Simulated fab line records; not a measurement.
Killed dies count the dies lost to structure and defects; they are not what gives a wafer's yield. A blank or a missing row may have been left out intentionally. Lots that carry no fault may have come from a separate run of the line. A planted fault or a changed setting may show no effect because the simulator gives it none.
Matching of chambers + flow n5Finfet + rieDiel-06 running N5_BEOL_M2_STRIP_19: 4 sister chambers
The step strips in O2. 4 wafers are shown with their chamber, then 7 later ones without.

## EACH WAFER AND ITS CHAMBER
| wafer  | chamber | drypumpMotorCurrentA (A) |
|--------|---------|--------------------------|
| L074.4 | 2       | 5.9                      |
| L088.2 | 0       | 6.4                      |
| L091.1 | 3       | 5.0                      |
| L091.3 | 1       | 6.5                      |

## WAFERS WITHOUT THEIR CHAMBER
| wafer  | drypumpMotorCurrentA (A) |
|--------|--------------------------|
| L091.6 | 6.4                      |
| L094.1 | 6.3                      |
| L094.2 | 5.0                      |
| L094.5 | 5.9                      |
| L097.1 | 6.5                      |
| L097.3 | 5.0                      |
| L097.5 | 6.5                      |

## CHAMBER TAKEN BY EACH
| wafer  | from the rows above | in truth |
|--------|---------------------|----------|
| L091.6 | 0                   | 0        |
| L094.1 | 0                   | 0        |
| L094.2 | 3                   | 3        |
| L094.5 | 2                   | 2        |
| L097.1 | 1                   | 1        |
| L097.3 | 3                   | 3        |
| L097.5 | 1                   | 1        |
Correct placement for 7 of the 7. Left unplaced by these rows: 0. 0 placed wrongly.
How it was worked out, from the rows above alone: a wafer's distance from a chamber is the root of the sum, over the readings, of the square of ((its reading less the chamber's mean) divided by the reading's scatter). The wafer belongs to the nearest chamber; if the next one is less than 2 further off, it can't be placed. The mean given for a chamber averages the wafers shown for that chamber. The scatter: root of mean squared gap, hidden wafer to nearest shown wafer, with one shown wafer a chamber.
